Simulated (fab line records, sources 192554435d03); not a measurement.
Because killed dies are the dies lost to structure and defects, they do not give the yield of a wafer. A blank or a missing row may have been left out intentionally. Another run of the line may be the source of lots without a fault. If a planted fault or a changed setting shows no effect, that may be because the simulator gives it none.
3 desks, one fault + flow n5-finfet + only its own numbers are on each desk; what lay behind them is given at the end

FROM THE METROLOGY DESK
Lot by lot, what the gauges showed, no matter which tool ran the lot: averages of those sampled wafers that carry a number. If a lot's mean is further than 4 standard deviations from the usual mean, the lot is out of limits and carries the mark OUT (the distance appears in the brackets). Shown are 7 of the 11 readings it has, namely the first that went out of limits plus those furthest out on some lot.
Columns: A = DIBL_N at N5_BEOL_M4_RC_MEAS_101, usual 37.1 mV/V; B = DIBL_P at N5_BEOL_M4_RC_MEAS_101, usual 37.2 mV/V; C = IOFF_N at N5_BEOL_M4_RC_MEAS_101, usual 0.18 nA/um; D = ION_N at N5_BEOL_M4_RC_MEAS_101, usual 682 uA/um; E = ION_P at N5_BEOL_M4_RC_MEAS_101, usual 468 uA/um; F = SS_N at N5_BEOL_M4_RC_MEAS_101, usual 71.9 mV/dec; G = M14_THK at N5_BEOL_M14_THK_MEAS_50, usual 565 nm
| lot  | first seen here | A    | B    | C    | D   | E   | F    | G             |
|------|-----------------|------|------|------|-----|-----|------|---------------|
| L361 | day 8 19:49     | 35.6 | 34.3 | 0.15 | 681 | 473 | 71.5 | 566           |
| L369 | day 10 18:49    | 38.6 | 40.6 | 0.20 | 697 | 481 | 72.2 | 735 (+14) OUT |
| L375 | day 12 01:48    | 36.8 | 37.1 | 0.16 | 687 | 471 | 71.9 | 743 (+15) OUT |
| L379 | day 13 07:22    | 40.1 | 39.7 | 0.25 | 694 | 468 | 73.1 | 566           |
This desk finds L369, L375 out of limits, with the earliest case on L369 at day 14 09:10 (M14_THK at N5_BEOL_M14_THK_MEAS_50). Within limits: L361, L379.

THE DEFECT DESK
Inspection counts along the route, by lot: the mean over sampled wafers that carry a number. If a lot's mean is further than 4 standard deviations from the usual mean, the lot is out of limits and carries the mark OUT (the distance appears in the brackets).
Columns: A = raw-defect-count at N5_BEOL_M14_INSPECT_55, usual 69
| lot  | first seen here | A              |
|------|-----------------|----------------|
| L361 | day 11 22:34    | 50             |
| L369 | day 14 09:20    | 2193 (+88) OUT |
| L375 | day 15 12:26    | 2157 (+87) OUT |
| L379 | day 16 13:17    | 46             |
This desk's verdict: out of limits on L369, L375, starting with L369 at day 14 09:20 (raw-defect-count at N5_BEOL_M14_INSPECT_55). Within limits: L361, L379.

FOR THE TOOL OWNER'S DESK: cmp-02
The tool's own readings at N5_BEOL_M14_CMP_49 (polishes, stops on SiO2, t overpolish 5.2 s, target thk 560 nm): means of the sampled wafers that have a number, for each lot that ran on this tool. If a lot's mean is further than 4 standard deviations from the usual mean, the lot is out of limits and carries the mark OUT (the distance appears in the brackets).
Columns: A = barrier-field-endpoint-s at N5_BEOL_M14_CMP_49, usual 11.40 s; B = motor-current-A at N5_BEOL_M14_CMP_49, usual 7.8 A; C = overpolish-run-s at N5_BEOL_M14_CMP_49, usual 5.200 s; D = retaining-ring-pressure-frac at N5_BEOL_M14_CMP_49, usual 1.000; E = time-to-endpoint-s at N5_BEOL_M14_CMP_49, usual 122 s
| lot  | first seen here | A               | B   | C                       | D     | E   |
|------|-----------------|-----------------|-----|-------------------------|-------|-----|
| L361 | day 11 22:10    | 11.24           | 8.2 | 5.195                   | 0.997 | 121 |
| L369 | day 14 08:53    | 15.93 (+16) OUT | 7.8 | 4.019 (-99 or more) OUT | 1.005 | 136 |
| L375 | day 15 12:01    | 15.31 (+14) OUT | 7.4 | 4.306 (-97) OUT         | 0.999 | 131 |
This desk's verdict: out of limits on L369, L375, starting with L369 at day 14 08:53 (barrier-field-endpoint-s at N5_BEOL_M14_CMP_49). Within limits: L361.

PUT TOGETHER
At day 14 08:53, on L369, L375, the tool owner's desk was in a position to raise an alarm.
Metrology desk: alarm possible at day 14 09:10 on L369, L375.
The defect desk could have raised an alarm at day 14 09:20, on L369, L375.
The lots listed all ran N5_BEOL_M14_CMP_49 on cmp-02.

WHAT THE SIMULATOR HAD PUT IN
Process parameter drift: cmp-02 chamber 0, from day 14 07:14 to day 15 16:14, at N5_BEOL_M14_CMP_49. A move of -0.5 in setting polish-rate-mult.
Lots struck among those shown: L369, L375.
Hours from the fault's start to each desk's first reading out of limits: the tool owner's desk, 2; the metrology desk, 2; the defect desk, 2.
